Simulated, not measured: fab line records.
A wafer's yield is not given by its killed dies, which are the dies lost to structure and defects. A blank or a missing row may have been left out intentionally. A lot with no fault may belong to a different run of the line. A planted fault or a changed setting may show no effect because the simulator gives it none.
What tool caused it? ; flow nand harc ; 36 wafers sampled from 12 lots at 1 step of a route of 1302

== WHAT THE GAUGES READ, wafer by wafer ==
NHARC_A_ONON_D2_THK_MEAS_18: measures by ellipsometry.
lot;measured;on;thk nm (nm)
L143;day 13 15:56;film metro-02;1019 1020 1018
L145;day 14 10:06;film metro-02;999 999 998
L146;day 14 23:35;film metro-01;990 991 988
L142;day 15 19:40;film metro-02;1014 1012 1010
L147;day 16 00:30;film metro-02;992 995 993
L157;day 19 02:14;film metro-02;985 985 985
L156;day 19 02:15;film metro-01;982 984 984
L158;day 19 20:33;film metro-02;1006 1006 1005
L160;day 20 15:09;film metro-02;1016 1017 1016
L161;day 21 11:39;film metro-02;1000 1002 1001
L162;day 21 11:40;film metro-01;1012 1013 1013
L164;day 22 03:15;film metro-01;982 981 980

== WHAT TOOL EACH LOT RAN ON (gives the tool, then ch and the chambers of the sampled wafers, and finally the start) ==
The record shows no process step preceding these readings.

== AS READ BY THE TOOLS THEMSELVES (means over the sampled wafers that have a number; for cases with no such wafer, the mark the record gives instead) ==
The record holds no such reading with a usual standard deviation.

== THE ANSWER, worked out from the rows above alone ==
Rule: usual is defined by the lots themselves. Put in order of their means at a reading, lots are off if they are a third of the lots or fewer, leave a main group of 4 or more, and stand apart from it by a gap of 3 or more times the standard deviation of the main group's means; of several such gaps the widest counts. If all means in a main group match to the digits the tables above print for the reading, that group is not used. A lot without any number at a reading at which 4 lots or more have one is off too. Any other lot the step has rows for is counted as sound. The gauges are gone through in route order, then the tools' own readings, and for those a lot's mean is taken as printed above. At the first step where some lot is off, the reading lying furthest off is the one used; lots without a number count as furthest.
Nothing can be told from this: no lot is off at any reading shown.

== WHAT WAS PUT IN BY THE SIMULATOR ==
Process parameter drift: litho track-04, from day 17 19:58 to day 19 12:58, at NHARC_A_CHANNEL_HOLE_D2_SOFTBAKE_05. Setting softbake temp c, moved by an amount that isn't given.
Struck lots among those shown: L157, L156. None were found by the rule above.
